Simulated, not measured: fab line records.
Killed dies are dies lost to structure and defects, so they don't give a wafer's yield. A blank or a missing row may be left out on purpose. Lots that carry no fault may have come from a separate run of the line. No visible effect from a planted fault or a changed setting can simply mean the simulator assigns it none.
Chamber matching || flow nand harc || NHARC_A_CHANNEL_HOLE_D2_DESCUM_15 on rie diel-10: 4 sister chambers
The step chemistry O2, time 3 s. 8 wafers are shown with their chamber, then 12 later ones without.

== WAFERS WITH THEIR CHAMBER ==
{"wafer": "L086.3", "chamber": 2, "showerhead plenum p Torr (Torr)": 1.87, "drypump motor current A (A)": 6.8}
{"wafer": "L089.4", "chamber": 2, "showerhead plenum p Torr (Torr)": 1.87, "drypump motor current A (A)": 6.7}
{"wafer": "L090.2", "chamber": 1, "showerhead plenum p Torr (Torr)": 1.87, "drypump motor current A (A)": 5.9}
{"wafer": "L090.3", "chamber": 0, "showerhead plenum p Torr (Torr)": 2.00, "drypump motor current A (A)": 6.4}
{"wafer": "L090.6", "chamber": 0, "showerhead plenum p Torr (Torr)": 2.01, "drypump motor current A (A)": 6.4}
{"wafer": "L090.1", "chamber": 3, "showerhead plenum p Torr (Torr)": 1.92, "drypump motor current A (A)": 6.1}
{"wafer": "L090.4", "chamber": 3, "showerhead plenum p Torr (Torr)": 1.92, "drypump motor current A (A)": 6.1}
{"wafer": "L090.5", "chamber": 1, "showerhead plenum p Torr (Torr)": 1.87, "drypump motor current A (A)": 5.9}

== WAFERS WHOSE CHAMBER IS MISSING ==
{"wafer": "L094.2", "showerhead plenum p Torr (Torr)": 2.00, "drypump motor current A (A)": 6.5}
{"wafer": "L094.3", "showerhead plenum p Torr (Torr)": 1.87, "drypump motor current A (A)": 5.9}
{"wafer": "L094.5", "showerhead plenum p Torr (Torr)": 1.87, "drypump motor current A (A)": 5.9}
{"wafer": "L095.3", "showerhead plenum p Torr (Torr)": 1.92, "drypump motor current A (A)": 6.1}
{"wafer": "L095.4", "showerhead plenum p Torr (Torr)": 1.87, "drypump motor current A (A)": 6.7}
{"wafer": "L095.5", "showerhead plenum p Torr (Torr)": 1.92, "drypump motor current A (A)": 6.1}
{"wafer": "L096.1", "showerhead plenum p Torr (Torr)": 2.00, "drypump motor current A (A)": 6.4}
{"wafer": "L096.4", "showerhead plenum p Torr (Torr)": 1.87, "drypump motor current A (A)": 5.9}
{"wafer": "L096.6", "showerhead plenum p Torr (Torr)": 2.00, "drypump motor current A (A)": 6.4}
{"wafer": "L096.2", "showerhead plenum p Torr (Torr)": 1.87, "drypump motor current A (A)": 6.7}
{"wafer": "L096.3", "showerhead plenum p Torr (Torr)": 1.92, "drypump motor current A (A)": 6.1}
{"wafer": "L096.5", "showerhead plenum p Torr (Torr)": 1.87, "drypump motor current A (A)": 5.8}

== THE CHAMBER EACH PASSED THROUGH ==
{"wafer": "L094.2", "from the rows above": 0, "in truth": 0}
{"wafer": "L094.3", "from the rows above": 1, "in truth": 1}
{"wafer": "L094.5", "from the rows above": 1, "in truth": 1}
{"wafer": "L095.3", "from the rows above": 3, "in truth": 3}
{"wafer": "L095.4", "from the rows above": 2, "in truth": 2}
{"wafer": "L095.5", "from the rows above": 3, "in truth": 3}
{"wafer": "L096.1", "from the rows above": 0, "in truth": 0}
{"wafer": "L096.4", "from the rows above": 1, "in truth": 1}
{"wafer": "L096.6", "from the rows above": 0, "in truth": 0}
{"wafer": "L096.2", "from the rows above": 2, "in truth": 2}
{"wafer": "L096.3", "from the rows above": 3, "in truth": 3}
{"wafer": "L096.5", "from the rows above": 1, "in truth": 1}
Placed correctly: 12 of 12. Left unplaced by these rows: 0. 0 placed wrongly.
How it was worked out, from the rows above alone: a wafer's distance from a chamber is the root of the sum, over the readings, of the square of ((its reading less the chamber's mean) divided by the reading's scatter). The wafer belongs to the nearest chamber; if the next one is less than 2 further off, it can't be placed. A chamber's mean is the mean of its shown wafers. The scatter: take each reading less its chamber's mean, square it, sum over the shown wafers, divide by the number of wafers less the number of chambers, and take the root.
